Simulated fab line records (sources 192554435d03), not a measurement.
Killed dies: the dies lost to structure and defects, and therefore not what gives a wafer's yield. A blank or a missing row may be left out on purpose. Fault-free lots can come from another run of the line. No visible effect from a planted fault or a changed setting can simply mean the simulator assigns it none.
fab line records    flow n5_finfet
[record] lots = 9  wafers = 25  last_day = 20
route steps=1938 shown BEOL_M0_SAQP@652 BEOL_M4@1111 PASSIVATION@1936
lots that met no fault: taken from a fault-free run of the same line
start_h: hours from the record's first day to the start of the lot's first wafer shown    wait_h: how many hours have passed since the lot's step before this one    " same as the row above    L1.1+2: a single row standing in for several wafers    - value missing, or start not given    * or withheld: withheld    < > ~ a bound
route shown NAME@n: NAME is a module with steps in the file, n the number in the route of the first one    usual: mean and standard deviation over wafers with no fault    same: alike in all rows    chamber/n: place in a boat    sites: readings site by site    _std_site: how widely they spread, as a standard deviation    _edge_site: the outer-site mean with the inner-site mean subtracted    radius_mm: for every site, how far away it sits from the centre of the wafer    mask NAME#n: copy n    behind: the tool/chamber that last shaped the wafer    hold: why the lot was held/for how many hours/how that ended    device: the n, p or np transistor that did not switch    end of line: the tests these same wafers got at the end of their route    a step with no rows: only its recipe    killed: dies that structure and defects cost at the first sort, which is not the same as the wafer's yield    map: shows each die of a wafer: x if killed, . if not, _ if none is there
set.NAME: the setting as run; set.NAME@STEP: as run at that earlier step    model.NAME: the simulator's own value behind a step, which no gauge read
steps of the route over a sample of lots; a table a step, a row a wafer
services: from which hour (start_h, from the record's first day; less than 0 if before it) a tool's chamber was out of use, for how many hours, and why
[[steps]]
[step N5_BEOL_M0_SAQP_DESCUM_19]
[recipe] chemistry = O2  time_s = 7.9  source_power_w = 50  bias_power_w = 20  pressure_mtorr = 20  rf_frequency_hz = 2.712e+07  temp_c = 40  resist = CAR-ArF  o2_flow_sccm = 225
[usual] bias_power_w = 20.01/0.064  drypump_motor_current_A = 5.7/0.43  oes_product_au = 0.79/0.059  rf_vpp_V = 243.2/1.3  showerhead_plenum_p_Torr = 2.09/0.072  throttle_valve_pct = 20.35/0.2
lot.wafer  tool         chamber  start_h  wait_h  bias_power_w  drypump_motor_current_A  oes_product_au  rf_hours_counter_h  rf_vpp_V  showerhead_plenum_p_Torr  throttle_valve_pct
L519.2     rie_diel-05  1        129.09   0.0     20.04         6.5                      0.67            248                 243.2     2.06                      20.55
L519.4     "            3        "        "       20.03         6.1                      0.79            130                 244.0     2.12                      20.40
L519.5     "            0        "        "       19.98         5.6                      0.72            -                   244.3     2.09                      20.60
L520.1     rie_diel-03  2        137.63   0.2     20.08         6.1                      0.76            153                 240.6     2.00                      20.04
L520.2     "            0        "        "       19.88         5.5                      0.77            150                 244.5     2.10                      20.27
L520.6     "            2        "        "       20.13         6.2                      0.76            -                   241.5     2.00                      20.01
L521.3     rie_diel-06  0        146.10   0.0     20.06         5.9                      0.74            152                 244.4     2.17                      20.18
L521.6     "            0        "        "       20.02         5.9                      0.75            -                   245.0     2.17                      20.16
L522.3     rie_diel-06  2        150.52   0.0     20.01         6.0                      0.79            103                 243.1     2.13                      20.70
L522.4     "            3        "        "       19.98         5.7                      0.75            148                 244.9     2.16                      20.26
L522.5     "            2        "        "       20.04         6.0                      0.78            -                   242.7     2.13                      20.70
L524.5     rie_diel-05  0        164.73   0.5     20.09         5.6                      0.71            -                   241.0     2.08                      20.64
L524.6     "            2        "        "       20.04         4.8                      0.87            -                   243.5     2.13                      20.23
L535.1     rie_diel-05  0        223.23   0.0     20.07         5.6                      0.69            217                 243.2     2.08                      20.63
L535.5     "            3        "        "       20.07         6.1                      0.75            -                   243.4     2.11                      20.47
L535.6     "            0        "        "       19.94         5.6                      0.69            -                   242.5     2.08                      20.65
L536.2     rie_diel-05  0        234.45   0.0     19.94         5.6                      0.69            222                 242.4     2.08                      20.66
L536.3     "            1        "        "       20.06         6.5                      0.89            21                  242.6     2.05                      20.24
L536.5     "            3        "        "       20.04         6.1                      0.76            -                   242.8     2.10                      20.45
L537.1     rie_diel-03  0        244.69   0.0     20.09         5.5                      0.73            185                 242.7     2.09                      20.33
L537.3     "            2        "        "       19.94         6.2                      0.73            185                 240.9     1.99                      20.07
L537.5     "            0        "        "       20.00         5.5                      0.74            -                   244.3     2.09                      20.33
L538.1     rie_diel-03  1        248.47   0.0     20.07         5.4                      0.86            60                  242.5     2.03                      20.15
L538.2     "            2        "        "       19.95         6.1                      0.73            186                 241.2     1.99                      20.08
L538.3     "            3        "        "       20.09         5.1                      0.80            111                 245.2     2.19                      20.40
[step N5_BEOL_M0_SAQP_ETCH_83]
[recipe] chemistry = CF4  target = SiARC  target_depth_a = 390  mask_material = CAR-ArF  time_s = 65  ion_energy_ev = 80  pressure_mtorr = 40  source_w = 545  bias_w = 36  Ar_flow_sccm = 100  cf4_flow_sccm = 100  ends = cleared
[usual] drypump_motor_current_A = 5.7/0.43  etch_rf_on_time_s = 64.7/1.5  oes_product_au = 0.68/0.053  rf_vpp_V = 184.0/1.2  showerhead_plenum_p_Torr = 2.14/0.073  throttle_valve_pct = 15.56/0.15
lot.wafer  tool         chamber  start_h  wait_h  drypump_motor_current_A  etch_rf_on_time_s  oes_product_au  rf_hours_counter_h  rf_vpp_V  showerhead_plenum_p_Torr  throttle_valve_pct
L519.2     rie_diel-05  1        129.13   0.0     6.5                      64.5               0.58            248                 183.8     2.11                      15.82
L519.4     "            3        "        "       6.1                      64.8               0.67            130                 184.0     2.14                      15.49
L519.5     "            0        "        "       5.6                      65.6               0.62            -                   183.6     2.13                      15.75
L520.1     rie_diel-03  2        137.66   0.0     6.1                      63.3               0.66            153                 183.8     2.06                      15.32
L520.2     "            0        "        "       5.5                      64.4               0.66            150                 183.8     2.13                      15.43
L520.6     "            2        "        "       6.2                      63.5               0.66            -                   183.2     2.06                      15.31
L521.3     rie_diel-06  0        146.13   0.0     5.9                      63.6               0.65            152                 185.1     2.23                      15.49
L521.6     "            0        "        "       5.9                      63.1               0.65            -                   186.6     2.23                      15.48
L522.3     rie_diel-06  2        150.56   0.0     6.0                      64.3               0.68            103                 184.7     2.16                      15.79
L522.4     "            3        "        "       5.7                      66.7               0.64            148                 184.9     2.23                      15.59
L522.5     "            2        "        "       6.0                      64.7               0.67            -                   183.9     2.16                      15.78
L524.5     rie_diel-05  0        164.77   0.0     5.6                      65.9               0.61            -                   184.0     2.13                      15.78
L524.6     "            2        "        "       4.9                      64.5               0.75            -                   183.9     2.19                      15.47
L535.1     rie_diel-05  0        223.27   0.0     5.6                      67.3               0.59            217                 183.3     2.12                      15.82
L535.5     "            3        "        "       6.1                      66.6               0.64            -                   183.7     2.13                      15.51
L535.6     "            0        "        "       5.6                      67.3               0.60            -                   184.9     2.12                      15.80
L536.2     rie_diel-05  0        234.48   0.0     5.6                      66.5               0.59            222                 182.4     2.12                      15.82
L536.3     "            1        "        "       6.5                      64.6               0.76            21                  184.4     2.10                      15.36
L536.5     "            3        "        "       6.1                      66.7               0.64            -                   182.1     2.12                      15.53
L537.1     rie_diel-03  0        244.72   0.0     5.5                      64.0               0.64            185                 184.4     2.12                      15.51
L537.3     "            2        "        "       6.1                      64.5               0.63            185                 183.3     2.05                      15.38
L537.5     "            0        "        "       5.5                      64.5               0.63            -                   184.8     2.12                      15.52
L538.1     rie_diel-03  1        248.51   0.0     5.4                      61.7               0.74            60                  182.2     2.09                      15.40
L538.2     "            2        "        "       6.1                      64.6               0.63            186                 183.1     2.05                      15.39
L538.3     "            3        "        "       5.1                      66.1               0.68            111                 183.7     2.25                      15.66
[step N5_BEOL_M0_SAQP_MANDREL_ETCH_20]
[recipe] target_depth_a = 600  chemistry = HBr/Cl2  target = a-Si  stop_on = SiNx  bt_time_s = 10  mask_material = SOC  over_etch_frac = 0.5  time_s = 30  pressure_mtorr = 10  icp_w = 800  bias_w = 75  HBr_flow_sccm = 150  Cl2_flow_sccm = 80  ends = end_point
[usual] drypump_motor_current_A = 5.7/0.41  oes_product_au = 0.769/0.017  throttle_valve_pct = 35.33/0.28
[same] over_etch_frac = 0.5
lot.wafer  tool       chamber  start_h  wait_h  drypump_motor_current_A  oes_product_au  rf_hours_counter_h  throttle_valve_pct
L519.2     rie_si-06  1        129.37   0.0     6.0                      0.740           153                 35.64
L519.4     "          3        "        "       5.1                      0.769           181                 35.70
L519.5     "          0        "        "       5.5                      0.774           -                   35.58
L520.1     rie_si-06  0        137.90   0.0     5.5                      0.779           2                   35.57
L520.2     "          1        "        "       6.0                      0.749           154                 35.63
L520.6     "          0        "        "       5.5                      0.792           -                   35.56
L521.3     rie_si-04  3        146.37   0.0     6.5                      0.792           176                 34.79
L521.6     "          0        "        "       6.0                      0.802           -                   35.62
L522.3     rie_si-04  2        150.80   0.0     5.4                      0.750           166                 34.91
L522.4     "          1        "        "       6.0                      0.799           4                   35.22
L522.5     "          3        "        "       6.5                      0.793           -                   34.77
L524.5     rie_si-01  1        165.03   0.1     5.4                      0.771           -                   35.33
L524.6     "          2        "        "       5.7                      0.781           -                   35.00
L535.1     rie_si-01  2        223.51   0.0     5.7                      0.771           57                  35.03
L535.5     "          0        "        "       5.8                      0.765           -                   35.34
L535.6     "          3        "        "       6.1                      0.752           -                   35.10
L536.2     rie_si-06  0        234.72   0.0     5.6                      0.765           3                   35.60
L536.3     "          2        "        "       4.9                      0.787           50                  35.31
L536.5     "          1        "        "       6.0                      0.748           -                   35.62
L537.1     rie_si-04  0        244.96   0.0     6.1                      0.781           159                 35.61
L537.3     "          3        "        "       6.4                      0.804           178                 34.76
L537.5     "          0        "        "       6.1                      0.796           -                   35.60
L538.1     rie_si-06  2        248.76   0.0     4.9                      0.781           50                  35.29
L538.2     "          3        "        "       5.0                      0.776           183                 35.69
L538.3     "          1        "        "       6.0                      0.753           156                 35.61
[step N5_BEOL_M0_SAQP_ETCH_102]
[recipe] chemistry = CF4  target = SiO2  target_depth_a = 40  ion_energy_ev = 350  time_s = 4.4  pressure_mtorr = 10  icp_w = 800  bias_w = 400  cf4_flow_sccm = 80
[usual] drypump_motor_current_A = 5.7/0.41  oes_product_au = 0.988/0.025  throttle_valve_pct = 21.63/0.19
lot.wafer  tool       chamber  start_h  wait_h  drypump_motor_current_A  oes_product_au  rf_hours_counter_h  throttle_valve_pct
L519.2     rie_si-01  0        131.16   0.1     5.8                      0.975           33                  21.44
L519.4     "          1        "        "       5.4                      0.995           114                 21.56
L519.5     "          1        "        "       5.4                      1.000           -                   21.55
L520.1     rie_si-01  0        139.43   0.1     5.8                      0.963           33                  21.42
L520.2     "          1        "        "       5.4                      0.992           114                 21.56
L520.6     "          1        "        "       5.4                      0.995           -                   21.57
L521.3     rie_si-01  0        148.70   0.1     5.8                      1.355           33                  21.57
L521.6     "          0        "        "       5.8                      0.966           -                   21.43
L522.3     rie_si-01  3        152.34   0.1     6.1                      1.326           122                 21.64
L522.4     "          1        "        "       5.4                      0.999           114                 21.56
L522.5     "          0        "        "       5.8                      1.357           -                   21.58
L524.5     rie_si-01  0        166.44   0.0     5.8                      1.357           -                   21.56
L524.6     "          3        "        "       6.1                      0.946           -                   21.51
L535.1     rie_si-01  0        224.96   0.1     5.8                      0.971           35                  21.45
L535.5     "          0        "        "       5.8                      0.965           -                   21.43
L535.6     "          1        "        "       5.4                      1.003           -                   21.56
L536.2     rie_si-04  0        236.28   0.1     6.0                      1.004           159                 22.00
L536.3     "          2        "        "       5.4                      0.960           168                 21.48
L536.5     "          3        "        "       6.4                      1.009           -                   21.52
L537.1     rie_si-01  2        246.59   0.1     5.7                      1.002           58                  21.41
L537.3     "          3        "        "       6.1                      0.938           124                 21.52
L537.5     "          2        "        "       5.7                      1.005           -                   21.40
L538.1     rie_si-04  2        250.26   0.1     5.4                      0.964           168                 21.49
L538.2     "          0        "        "       6.0                      1.006           159                 22.00
L538.3     "          3        "        "       6.5                      1.016           178                 21.53
[step N5_BEOL_M4_RC_MEAS_101]
[usual] DIBL_N = 36.7/1.8  DIBL_P = 37.0/2.4  IOFF_N = 0.17/0.036  IOFF_P = 0.22/0.042  ION_N = 673/12  ION_P = 462/8.5  SS_N = 71.7/0.62  SS_P = 73.4/0.65  VT_N = 250/3.7  VT_P = -250/3.7
lot.wafer  tool       chamber  start_h  wait_h  DIBL_N[mV/V]  DIBL_P[mV/V]  IOFF_N[nA/um]  IOFF_P[nA/um]  ION_N[uA/um]  ION_P[uA/um]  SS_N[mV/dec]  SS_P[mV/dec]  VT_N[mV]  VT_P[mV]
L520.1     prober-01  0        204.56   0.0     37.7          38.4          0.17           0.21           670           455           72.2          73.5          251       -253
L520.2     "          0        "        "       34.6          34.7          0.13           0.16           671           456           71.1          72.0          252       -255
L520.6     "          0        "        "       35.9          35.1          0.14           0.17           655           447           71.1          73.6          252       -254
L519.2     prober-02  0        214.95   0.2     34.1          34.9          0.11           0.15           642           447           71.1          73.3          257       -253
L519.4     "          0        "        "       36.1          36.7          0.13           0.18           654           443           71.3          72.7          257       -252
L519.5     "          0        "        "       33.6          34.7          0.11           0.15           647           446           70.5          72.5          256       -255
L522.3     prober-02  0        224.45   0.3     36.2          37.7          0.16           0.22           675           471           71.6          73.5          249       -246
L522.4     "          0        "        "       33.3          33.2          0.12           0.17           663           460           71.1          72.6          254       -251
L522.5     "          0        "        "       37.4          38.6          0.18           0.25           677           468           72.3          73.3          248       -248
L521.3     prober-01  0        233.53   0.3     36.9          37.3          0.17           0.22           669           460           72.1          73.8          250       -252
L521.6     "          0        "        "       39.9          40.9          0.24           0.27           687           463           73.2          74.7          244       -250
L524.5     prober-01  0        238.33   0.6     35.4          35.4          0.15           0.24           667           470           72.1          72.2          250       -244
L524.6     "          0        "        "       37.8          37.7          0.20           0.29           672           474           71.9          73.1          245       -243
L535.1     prober-01  0        300.55   0.0     35.7          34.9          0.15           0.19           678           461           71.4          73.1          251       -249
L535.5     "          0        "        "       36.7          36.2          0.17           0.22           686           464           71.0          73.8          250       -249
L535.6     "          0        "        "       32.1          30.0          0.10           0.14           662           456           70.7          72.4          256       -255
L536.2     prober-02  0        302.50   0.2     38.1          36.4          0.17           0.25           687           471           71.4          73.9          247       -248
L536.3     "          0        "        "       39.6          38.4          0.20           0.29           671           462           72.5          73.2          250       -247
L536.5     "          0        "        "       37.0          35.7          0.15           0.23           683           470           70.7          73.3          249       -248
L537.1     prober-02  0        330.73   0.0     37.6          38.4          0.18           0.24           684           467           72.0          72.7          248       -250
L537.3     "          0        "        "       36.9          37.5          0.16           0.22           671           460           71.8          73.1          249       -254
L537.5     "          0        "        "       36.6          37.7          0.16           0.23           676           469           71.8          73.9          249       -251
L538.1     prober-01  0        355.73   0.0     36.6          36.4          0.15           0.19           669           454           71.8          72.8          251       -252
L538.2     "          0        "        "       36.8          35.9          0.16           0.20           682           464           71.9          73.6          248       -253
L538.3     "          0        "        "       35.9          35.0          0.14           0.18           670           455           71.6          73.4          251       -254
[step N5_PASSIVATION_PROBE_49]
[usual] defect_limited_yield = 91.1/1.4  killed_at_M0_to_M3 = 32/9.3  killed_at_M4_up = 13/5.8  killed_at_contacts = 12/6.3  killed_at_front_end = 44/12  killed_at_other = 3.6/2.7  killed_dies = 104/17  killed_open = 69/13  killed_short = 34/6.9  sort_bin_5_function = 5.2/0.98  sort_bin_6_memory = 3.3/0.59  sort_bin_8_speed = 0.01/0.039  sort_n_pass = 1075/17  sort_yield_pct = 91.1/1.4
[same] gross_dies = 1180  killed_at_back_side = 0  sort_bin_4_leakage[%] = 0
lot.wafer  tool       chamber  start_h  wait_h  defect_limited_yield[%]  killed_at_M0_to_M3  killed_at_M4_up  killed_at_contacts  killed_at_front_end  killed_at_other  killed_dies  killed_open  killed_short  sort_bin_5_function[%]  sort_bin_6_memory[%]  sort_bin_8_speed[%]  sort_n_pass  sort_yield_pct[%]
L521.3     prober-01  -        336.63   0.1     89.7                     40                  18               9                   51                   4                122          83           33            6.1                     3.6                   0                    1058         89.7
L521.6     prober-01  -        336.78   0.3     91.0                     28                  18               8                   49                   3                106          70           35            4.4                     4.0                   0                    1074         91.0
L535.1     prober-01  -        418.77   0.0     92.4                     31                  13               11                  32                   3                90           54           32            4.3                     2.7                   0                    1090         92.4
L535.5     prober-01  -        418.97   0.2     93.0                     29                  11               8                   32                   3                83           55           24            4.2                     2.5                   0                    1097         93.0
L537.1     prober-02  -        429.62   0.0     91.6                     27                  10               6                   54                   2                99           63           36            5.9                     2.2                   0                    1081         91.6
L537.3     prober-02  -        429.72   0.1     92.4                     19                  12               20                  36                   3                90           69           20            4.7                     2.6                   0                    1090         92.4
L537.5     prober-02  -        429.82   0.2     89.4                     34                  8                18                  59                   6                125          92           32            5.8                     4.3                   0                    1055         89.4
L538.1     prober-01  -        470.30   0.0     90.3                     46                  18               9                   42                   0                115          70           38            5.2                     3.6                   0                    1065         90.3
L538.2     prober-01  -        470.35   0.1     91.4                     32                  7                13                  47                   2                101          63           35            5.3                     3.1                   0                    1079         91.4
L538.3     prober-01  -        470.40   0.1     92.6                     43                  6                10                  26                   2                87           55           31            3.8                     3.1                   0                    1093         92.6
// killed by level:class
L521.3 STI_FIN_REVEAL:geometric_particle:open=23 BEOL_M0_SAQP:geometric_particle:short=11 BEOL_M4:geometric_particle:open=10 FIN_SAQP:geometric_particle:open=8 MOL_CONTACT_COAG:geometric_particle:open=8 BEOL_M1:geometric_particle:open=8 BEOL_M0_SAQP:geometric_particle:open=7 BEOL_M2:geometric_particle:open=5
L521.6 STI_FIN_REVEAL:geometric_particle:open=13 DUMMY_GATE:geometric_particle:open=11 BEOL_M2:geometric_particle:open=7 BEOL_M5:geometric_particle:open=7 GATE_CUT:geometric_particle:short=7 BEOL_M1:geometric_particle:open=6 MOL_CONTACT_COAG:geometric_particle:short=5 BEOL_M0_SAQP:geometric_particle:short=5
L535.1 FIN_SAQP:geometric_particle:open=12 BEOL_M2:geometric_particle:open=10 MOL_CONTACT_COAG:geometric_particle:open=7 BEOL_M0_SAQP:geometric_particle:open=7 BEOL_M0_SAQP:geometric_particle:short=7 FIN_SAQP:geometric_particle:short=4 STI_FIN_REVEAL:geometric_particle:short=4 STI_FIN_REVEAL:geometric_particle:open=3
L535.5 BEOL_M2:geometric_particle:open=12 STI_FIN_REVEAL:geometric_particle:open=10 BEOL_M0_SAQP:geometric_particle:short=8 MOL_CONTACT_COAG:geometric_particle:open=5 BEOL_M0_SAQP:geometric_particle:open=4 BEOL_M1:geometric_particle:open=4 FIN_SAQP:geometric_particle:open=3 FIN_SAQP:geometric_particle:short=3
L537.1 FIN_SAQP:geometric_particle:open=10 STI_FIN_REVEAL:geometric_particle:open=8 DUMMY_GATE:geometric_particle:open=7 FIN_SAQP:geometric_particle:short=6 BEOL_M0_SAQP:geometric_particle:open=6 STI_FIN_REVEAL:geometric_particle:short=5 MOL_CONTACT_COAG:geometric_particle:open=5 BEOL_M1:geometric_particle:open=5
L537.3 MOL_CONTACT_COAG:geometric_particle:open=18 STI_FIN_REVEAL:geometric_particle:open=12 FIN_SAQP:geometric_particle:open=5 BEOL_M0_SAQP:geometric_particle:short=5 BEOL_M1:geometric_particle:open=5 BEOL_M5:geometric_particle:open=5 BEOL_M2:geometric_particle:open=4 FIN_SAQP:geometric_particle:short=3
L537.5 FIN_SAQP:geometric_particle:open=15 MOL_CONTACT_COAG:geometric_particle:open=15 STI_FIN_REVEAL:geometric_particle:open=14 BEOL_M0_SAQP:geometric_particle:short=9 FIN_SAQP:geometric_particle:short=8 BEOL_M2:geometric_particle:open=7 DUMMY_GATE:geometric_particle:open=6 BEOL_M3:geometric_particle:open=6
L538.1 FIN_SAQP:geometric_particle:short=10 MOL_CONTACT_COAG:geometric_particle:open=8 BEOL_M0_SAQP:geometric_particle:short=8 BEOL_M0_SAQP:geometric_particle:open=8 BEOL_M3:geometric_particle:open=7 BEOL_M1:geometric_particle:open=7 BEOL_M2:geometric_particle:open=7 DUMMY_GATE:geometric_particle:open=5
L538.2 STI_FIN_REVEAL:geometric_particle:open=12 MOL_CONTACT_COAG:geometric_particle:open=10 FIN_SAQP:geometric_particle:open=7 BEOL_M0_SAQP:geometric_particle:short=7 BEOL_M2:geometric_particle:open=7 FIN_SAQP:geometric_particle:short=6 STI_FIN_REVEAL:geometric_particle:short=6 BEOL_M1:geometric_particle:open=6
L538.3 MOL_CONTACT_COAG:geometric_particle:open=9 BEOL_M1:geometric_particle:open=8 BEOL_M2:geometric_particle:open=8 BEOL_M0_SAQP:geometric_particle:open=7 BEOL_M0_SAQP:geometric_particle:short=7 STARTING-WAFER:geometric_particle:short=5 STARTING-WAFER:geometric_particle:open=5 FIN_SAQP:geometric_particle:short=4
[[services]]
tool         chamber  start_h  hours  kind
rie_si-01    1        107.74   7.3    repair
rie_si-04    2        121.91   6.5    repair
rie_diel-05  1        134.88   12.3   repair
rie_si-01    2        139.71   5.5    repair
rie_diel-06  1        142.70   5.8    repair
rie_diel-05  1        150.32   -      clean
rie_diel-05  1        150.32   -      consumable_replace:focus_ring
rie_diel-05  1        150.32   18.0   scheduled_down
rie_diel-05  1        150.32   18.0   vent_cycle
rie_diel-06  2        160.23   3.0    repair
rie_si-01    -        160.32   2.8    pm
rie_diel-06  -        190.75   2.8    pm
rie_diel-05  0        192.21   5.8    repair
rie_diel-05  -        195.70   0.7    repair
rie_si-01    -        196.42   0.2    repair
rie_diel-03  2        225.59   2.0    repair
rie_diel-05  0        241.22   3.8    repair
[[key]]
[first_sign] step = N5_BEOL_M0_SAQP_ETCH_102  reading = oes_product_au  direction = up  sigmas = 15  usual = 0.988  struck = 1.349
effect none on later readings
met_at N5_BEOL_M0_SAQP_ETCH_102
struck_lots L521,L522,L524
struck_wafers L521.3,L522.3,L522.5,L524.5
not_acting_at N5_BEOL_M0_SAQP_DESCUM_19,N5_BEOL_M0_SAQP_ETCH_83,N5_BEOL_M0_SAQP_MANDREL_ETCH_20
onset_between 139.43 148.70
[fault] kind = process_parameter_drift  tool = rie_si-01  chamber = -  onset_h = 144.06  steps = N5_BEOL_M0_SAQP_ETCH_102  channel = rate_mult  offset = 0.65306  shape = step  end_h = 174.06  scope = struck_wafers_only
